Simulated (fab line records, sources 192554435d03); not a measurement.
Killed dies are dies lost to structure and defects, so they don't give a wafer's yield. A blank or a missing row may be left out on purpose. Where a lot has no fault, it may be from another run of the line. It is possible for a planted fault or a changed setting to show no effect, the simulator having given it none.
Split-lot experiment    flow n5Finfet    on a route of 1938 steps: 7 lots, 21 wafers read

ON THE SPLIT
At N5_BEOL_M4_COAT_62 (time 60 s, resist thk 12 nm), the setting spinRpm was moved away from the recipe's 1500 rpm on 3 of the 21 wafers read, by -5.3% to +8.5%. This setting was run at the recipe's value on the other wafers.

FROM THE SPLIT TO THE READING: what the file shows between them, 4 steps
- N5_BEOL_M4_COAT_73: time 60 s, resist thk 5 nm
- N5_BEOL_M4_COAT_05: resist thk 30 nm
- N5_BEOL_M4_DESCUM_16: chemistry O2, time 7 s
- N5_BEOL_M4_ETCH_74: etches underlayer in N2/H2, target depth 6.5 nm, time 5.2 s

THE READING
etch.depthNm (the simulator's own value, which no gauge read), in nm, at N5_BEOL_M4_ETCH_63 (etches SiARC in CF4, target depth 15.6 nm, time 26 s). The file does not state a usual value for it. Here, 18 wafers ran the recipe; their average is 12.00 nm with a standard deviation of 0.029 nm.

wafer   tool, chamber at the split  spinRpm as run, rpm  against the recipe  etch.depthNm, nm  against lot-mates on the recipe
L076.1  lithoTrack-03, 0            1500                 recipe              11.99             -
L076.5  lithoTrack-03, 0            1500                 recipe              12.04             -
L076.6  lithoTrack-03, 0            1500                 recipe              12.01             -
L080.2  lithoTrack-05, 0            1500                 recipe              11.94             -
L080.4  lithoTrack-05, 0            1500                 recipe              11.93             -
L080.5  lithoTrack-05, 0            1500                 recipe              11.95             -
L081.2  lithoTrack-02, 0            1500                 recipe              12.01             -
L081.3  lithoTrack-02, 0            1500                 recipe              12.02             -
L081.4  lithoTrack-02, 0            1627                 +8.5%               11.56             -0.46
L084.3  lithoTrack-02, 0            1420                 -5.3%               12.3              +0.29
L084.5  lithoTrack-02, 0            1500                 recipe              12                -
L084.6  lithoTrack-02, 0            1500                 recipe              12.03             -
L091.1  lithoTrack-03, 0            1500                 recipe              12.02             -
L091.4  lithoTrack-03, 0            1500                 recipe              12.01             -
L091.5  lithoTrack-03, 0            1500                 recipe              12                -
L094.1  lithoTrack-05, 0            1500                 recipe              11.98             -
L094.2  lithoTrack-05, 0            1500                 recipe              11.98             -
L094.5  lithoTrack-05, 0            1547                 +3.1%               11.79             -0.19
L093.3  lithoTrack-05, 0            1500                 recipe              12                -
L093.6  lithoTrack-05, 0            1500                 recipe              12                -
L093.5  lithoTrack-05, 0            1500                 recipe              12.02             -

THE FIT
A straight line over all 21 wafers: etch.depthNm changes by -0.0542 nm for each +1% of spinRpm; r = -0.97; the points scatter about the line by 0.031 nm.
The same after taking each lot's own level away (the mean of its wafers on the recipe; 21 wafers): -0.0542 nm for each +1%; r = -1.00; scatter 0.012 nm.
Per that fit: largest spinRpm move, reading shift of 0.46 nm.
The lots' own levels span 11.940 to 12.015 nm, that is 2.5 times the standard deviation above.
Consequently the slope shifts little with the lot-to-lot level, the two slopes agreeing.
Check: with one of the wafers moved furthest among these (+8.5%) left out of the fit, the line predicts -0.47 nm for it against its lot-mates. Against them it came out at -0.455 nm.

THESE WAFERS: OTHER SPLITS
Other splits were also applied to these wafers ahead of the reading. Each is held against what the fit with the lots' levels taken away leaves over:
other split on the same wafers   wafers away from the commonest value  r with etch.depthNm (lot level and that fit taken away)
N5_BEOL_M0_CUTY_ETCH_63 sourceW  8                                     +0.17
N5_BEOL_M2_ETCH_69 biasW         5                                     +0.09

FILE'S OWN FIT
etch.depthNm changes by -0.0541 nm for each +1% of spinRpm, r = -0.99.
